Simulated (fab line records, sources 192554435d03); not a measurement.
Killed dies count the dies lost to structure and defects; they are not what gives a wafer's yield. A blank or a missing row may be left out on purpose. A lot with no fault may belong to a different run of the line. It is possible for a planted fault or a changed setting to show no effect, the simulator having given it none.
Chamber matching    flow n5Finfet    N5_BEOL_M6_DESCUM_16 on rieDiel-05: 4 sister chambers
The step chemistry O2, time 7.9 s. 4 wafers are shown with their chamber, then 7 later ones without.

WAFERS, EACH WITH ITS CHAMBER
wafer   chamber  showerheadPlenumPTorr (Torr)
L080.2  3        2.15
L080.6  0        2.16
L091.3  1        1.90
L091.4  2        2.22

WAFERS WITHOUT THEIR CHAMBER
wafer   showerheadPlenumPTorr (Torr)
L091.5  1.90
L093.3  1.90
L093.5  2.16
L093.6  1.90
L095.2  2.14
L095.5  2.22
L095.6  1.90

CHAMBER TAKEN BY EACH
wafer   from the rows above  in truth
L091.5  1                    1
L093.3  1                    1
L093.5  0                    0
L093.6  1                    1
L095.2  3                    3
L095.5  2                    2
L095.6  1                    1
Placed correctly: 7 of 7. Can't be placed from these rows: 0. Wrongly placed: 0.
How it was worked out, from the rows above alone: a wafer's distance from a chamber is the root of the sum, over the readings, of the square of ((its reading less the chamber's mean) divided by the reading's scatter). If the next closest chamber is less than 2 further off than the closest, the wafer can't be placed; otherwise it belongs to the closest. Each chamber's mean is taken over the wafers shown for it. The scatter: root of mean squared gap, hidden wafer to nearest shown wafer, with one shown wafer a chamber.
